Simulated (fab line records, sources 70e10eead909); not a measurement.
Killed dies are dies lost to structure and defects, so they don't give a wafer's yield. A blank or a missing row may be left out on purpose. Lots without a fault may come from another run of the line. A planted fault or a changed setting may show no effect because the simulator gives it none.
Which tool did it? | flow nand_harc | 12 lots, 36 wafers sampled, at 5 steps of a route of 1302

WHAT THE GAUGES READ, wafer by wafer
NHARC_END_SORT_01. Usual: killed_at_array 59, standard deviation 21; killed_at_other 1.0, standard deviation 1.1; killed_at_periphery 4.0, standard deviation 2.6; killed_dies 64, standard deviation 21; killed_open 3.2, standard deviation 1.7; killed_short 2.5, standard deviation 1.5.
lot  | measured     | on        | killed_at_array | killed_at_other | killed_at_periphery | killed_dies | killed_open | killed_short | flag
L564 | day 30 18:22 | prober-02 | 71              | 3               | 3                   | 77          | 4           | 4            |

WHICH TOOL RAN EACH LOT (tool, then ch and the chambers of the sampled wafers, then the start)
lot  | NHARC_A_CONTACT_ETCH_136             | NHARC_A_CONTACT_ETCH_98                       | NHARC_A_CONTACT_CVD_19                   | NHARC_A_BLC_SOFTBAKE_05
L551 | har_cap_etch-01 ch 0,1, day 22 23:11 | rie_diel-02 ch 1,3, day 23 01:06              | cvd_w-02 ch 0,1, day 23 03:00 or earlier | litho_track-04 ch 0, day 23 03:00
L550 | har_cap_etch-03 ch 0,1, day 23 05:04 | rie_diel-03 ch 1,2, day 23 09:00 or earlier   | cvd_w-01 ch 0,1, day 23 09:00 or earlier | litho_track-06 ch 0, day 23 09:00
L552 | har_cap_etch-02 ch 0,1, day 25 07:59 | rie_diel-02 ch 0,2,3, day 25 12:00 or earlier | cvd_w-01 ch 0,1, day 25 12:00 or earlier | litho_track-01 ch 0, day 25 12:00
L556 | har_cap_etch-03 ch 0,1, day 25 14:35 | rie_diel-09 ch 1,2, day 25 19:00 or earlier   | cvd_w-02 ch 0,1, day 25 19:00 or earlier | litho_track-04 ch 0, day 25 19:00
L560 | har_cap_etch-02 ch 0,1, day 27 00:26 | rie_diel-03 ch 1,3, day 27 04:00 or earlier   | cvd_w-01 ch 0,1, day 27 04:00 or earlier | litho_track-04 ch 0, day 27 04:00
L561 | har_cap_etch-01 ch 0,1, day 27 02:08 | rie_diel-03 ch 1,2,3, day 27 06:00 or earlier | cvd_w-01 ch 0,1, day 27 06:00 or earlier | litho_track-06 ch 0, day 27 06:00
L564 | har_cap_etch-03 ch 0,1, day 28 19:18 | rie_diel-09 ch 0,2,3, day 28 23:00 or earlier | cvd_w-01 ch 0,1, day 28 23:00 or earlier | litho_track-04 ch 0, day 28 23:00
L566 | har_cap_etch-01 ch 0,1, day 30 12:12 | rie_diel-09 ch 0,2,3, day 30 16:00 or earlier | cvd_w-01 ch 0,1, day 30 16:00 or earlier | litho_track-06 ch 0, day 30 16:00
L568 | har_cap_etch-02 ch 0, day 30 18:56   | rie_diel-03 ch 0,1,2, day 30 23:00 or earlier | cvd_w-01 ch 0,1, day 30 23:00 or earlier | litho_track-06 ch 0, day 30 23:00
L570 | har_cap_etch-02 ch 0,1, day 31 00:12 | rie_diel-02 ch 0,1,3, day 31 04:00 or earlier | cvd_w-02 ch 0,1, day 31 04:00 or earlier | litho_track-06 ch 0, day 31 04:00
L572 | har_cap_etch-02 ch 0,1, day 31 11:40 | rie_diel-03 ch 1,2, day 31 15:00 or earlier   | cvd_w-02 ch 0,1, day 31 15:00 or earlier | litho_track-01 ch 0, day 31 15:00
L571 | har_cap_etch-03 ch 0,1, day 31 13:35 | rie_diel-03 ch 0,2,3, day 31 17:00 or earlier | cvd_w-02 ch 0,1, day 31 17:00 or earlier | litho_track-06 ch 0, day 31 17:00
- NHARC_A_CONTACT_ETCH_136: etches the open film in C4F8/O2/Ar, time 311 s, target depth 1912 nm.
- NHARC_A_CONTACT_ETCH_98: etches the open film in C4F6/O2, target depth 20 nm, time 10 s.
- NHARC_A_CONTACT_CVD_19: deposits W, target thk 300 nm, time 802 s.
- NHARC_A_BLC_SOFTBAKE_05: time 55 s.

WHAT THE TOOLS THEMSELVES READ (means of the sampled wafers that have a number; where no wafer has one, the mark that the record gives instead)
NHARC_A_CONTACT_ETCH_136. Usual: chamber_pressure_mTorr 20.000 mTorr, standard deviation 0.018.
lot  | tool            | chamber_pressure_mTorr (mTorr) | flag
L551 | har_cap_etch-01 | 20.011                         |
L550 | har_cap_etch-03 | 20.002                         |
L552 | har_cap_etch-02 | 20.007                         |
L556 | har_cap_etch-03 | 19.985                         |
L560 | har_cap_etch-02 | 19.991                         |
L561 | har_cap_etch-01 | 20.008                         |
L564 | har_cap_etch-03 | 20.013                         |
L566 | har_cap_etch-01 | 19.998                         |
L568 | har_cap_etch-02 | 19.994                         |
L570 | har_cap_etch-02 | 19.995                         |
L572 | har_cap_etch-02 | 19.996                         |
L571 | har_cap_etch-03 | 19.986                         |

NHARC_A_CONTACT_ETCH_98. Usual: c4f6_flow_sccm 25.00 sccm, standard deviation 0.074; chamber_pressure_mTorr 29.999 mTorr, standard deviation 0.028; drypump_motor_current_A 5.5 A, standard deviation 0.45; o2_flow_sccm 20.00 sccm, standard deviation 0.062; oes_product_au 0.958 a.u., standard deviation 0.022; rf_vpp_V 547 V, standard deviation 4.2; showerhead_plenum_p_Torr 3.91 Torr, standard deviation 0.19; throttle_valve_pct 26.902 %, standard deviation 0.0084.
lot  | tool        | c4f6_flow_sccm (sccm) | chamber_pressure_mTorr (mTorr) | drypump_motor_current_A (A) | o2_flow_sccm (sccm) | oes_product_au (a.u.) | rf_vpp_V (V) | showerhead_plenum_p_Torr (Torr) | throttle_valve_pct (%) | flag
L551 | rie_diel-02 | 25.01                 | 29.991                         | 6.0                         | 20.08               | 0.954                 | 542          | 3.71                            | 26.913                 |
L550 | rie_diel-03 | 25.00                 | 30.043                         | 5.1                         | 20.04               | 0.940                 | 545          | 3.85                            | 26.899                 |
L552 | rie_diel-02 | 25.07                 | 29.972                         | 5.5                         | 20.00               | 0.990                 | 547          | 3.92                            | 26.899                 |
L556 | rie_diel-09 | 25.02                 | 29.992                         | 5.6                         | 19.99               | 0.936                 | 549          | 4.02                            | 26.907                 |
L560 | rie_diel-03 | 25.03                 | 29.995                         | 5.3                         | 19.96               | 0.950                 | 550          | 4.05                            | 26.906                 |
L561 | rie_diel-03 | 25.03                 | 30.015                         | 5.3                         | 20.02               | 0.945                 | 546          | 3.90                            | 26.908                 |
L564 | rie_diel-09 | 24.99                 | 30.006                         | 5.8                         | 20.00               | 0.960                 | 546          | 3.94                            | 26.899                 |
L566 | rie_diel-09 | 24.96                 | 29.993                         | 5.8                         | 19.99               | 0.966                 | 548          | 3.94                            | 26.894                 |
L568 | rie_diel-03 | 25.02                 | 30.028                         | 5.4                         | 20.00               | 0.970                 | 548          | 3.94                            | 26.901                 |
L570 | rie_diel-02 | 25.04                 | 30.006                         | 5.9                         | 20.00               | 0.947                 | 545          | 3.85                            | 26.907                 |
L572 | rie_diel-03 | 25.05                 | 29.984                         | 5.3                         | 20.07               | 0.950                 | 552          | 4.12                            | 26.887                 |
L571 | rie_diel-03 | 24.89                 | 29.994                         | 5.5                         | 19.99               | 0.949                 | 548          | 3.99                            | 26.899                 |

NHARC_A_CONTACT_CVD_19. Usual: heater_power_w 483 W, standard deviation 24; mfc_wf6_sccm 40.02 sccm, standard deviation 0.13; throttle_valve_pct 7.75 %, standard deviation 0.23.
lot  | tool     | heater_power_w (W) | mfc_wf6_sccm (sccm) | throttle_valve_pct (%) | flag
L551 | cvd_w-02 | 468                | 40.12               | 7.97                   |
L550 | cvd_w-01 | 469                | 40.04               | 7.96                   |
L552 | cvd_w-01 | 502                | 39.91               | 7.50                   |
L556 | cvd_w-02 | 470                | 39.95               | 7.78                   |
L560 | cvd_w-01 | 495                | 39.96               | 7.49                   |
L561 | cvd_w-01 | 502                | 39.87               | 7.51                   |
L564 | cvd_w-01 | 501                | 40.03               | 7.57                   |
L566 | cvd_w-01 | 486                | 40.06               | 7.61                   |
L568 | cvd_w-01 | 505                | 39.98               | 7.59                   |
L570 | cvd_w-02 | 464                | 40.09               | 7.80                   |
L572 | cvd_w-02 | 475                | 40.03               | 7.83                   |
L571 | cvd_w-02 | 480                | 40.01               | 7.79                   |

NHARC_A_BLC_SOFTBAKE_05. Usual: heater_power_total_W 188.46 W, standard deviation 0.14.
lot  | tool           | heater_power_total_W (W) | flag
L551 | litho_track-04 | 188.39                   |
L550 | litho_track-06 | 188.53                   |
L552 | litho_track-01 | 188.39                   |
L556 | litho_track-04 | 188.41                   |
L560 | litho_track-04 | 188.42                   |
L561 | litho_track-06 | 188.50                   |
L564 | litho_track-04 | 188.48                   |
L566 | litho_track-06 | 188.46                   |
L568 | litho_track-06 | 152.53                   | OFF
L570 | litho_track-06 | 152.75                   | OFF
L572 | litho_track-01 | 188.45                   |
L571 | litho_track-06 | 152.46                   | OFF

THE ANSWER, worked out from the rows above alone
Rule: a lot is off if the mean of its wafers that have a number lies more than 3 standard deviations from the usual mean. A lot without any number at a reading at which 4 lots or more have one is off too. The other lots that the step has rows for count as sound. The gauges are gone through in route order, then the tools' own readings, and for those a lot's mean is taken as printed above. The first step at which some lot is off is used, and at that step the reading that is off furthest; a lot without a number counts as furthest.
Off: L568, L570, L571, at NHARC_A_BLC_SOFTBAKE_05 (heater_power_total_W).
A tool fits if, at that step or a process step before it, it ran every lot that is off, and no sound lot after the first of them. NHARC_A_CONTACT_ETCH_98 gives no start for some lots, so the hours and the order of its lots are those of NHARC_A_BLC_SOFTBAKE_05. NHARC_A_CONTACT_CVD_19 gives no start for some lots, so the hours and the order of its lots are those of NHARC_A_BLC_SOFTBAKE_05. One fits: litho_track-06 at NHARC_A_BLC_SOFTBAKE_05. Its last sound lot is L566 (day 30 16:00), its first lot that is off L568 (day 30 23:00): a fault that began between those two fits.
The tool's own readings at NHARC_A_BLC_SOFTBAKE_05 bear it out: on the lots that are off they differ by more than 5 times the standard deviation of the sound lots' means. heater_power_total_W reads 152.58 W there against 188.45 W on the sound lots.

WHAT THE SIMULATOR HAD PUT IN
Process parameter drift: litho_track-06, from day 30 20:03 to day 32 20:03, at NHARC_A_BLC_SOFTBAKE_05. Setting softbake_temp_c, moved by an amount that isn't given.
Lots struck among those shown: L568, L570, L571. The rule above found the same.
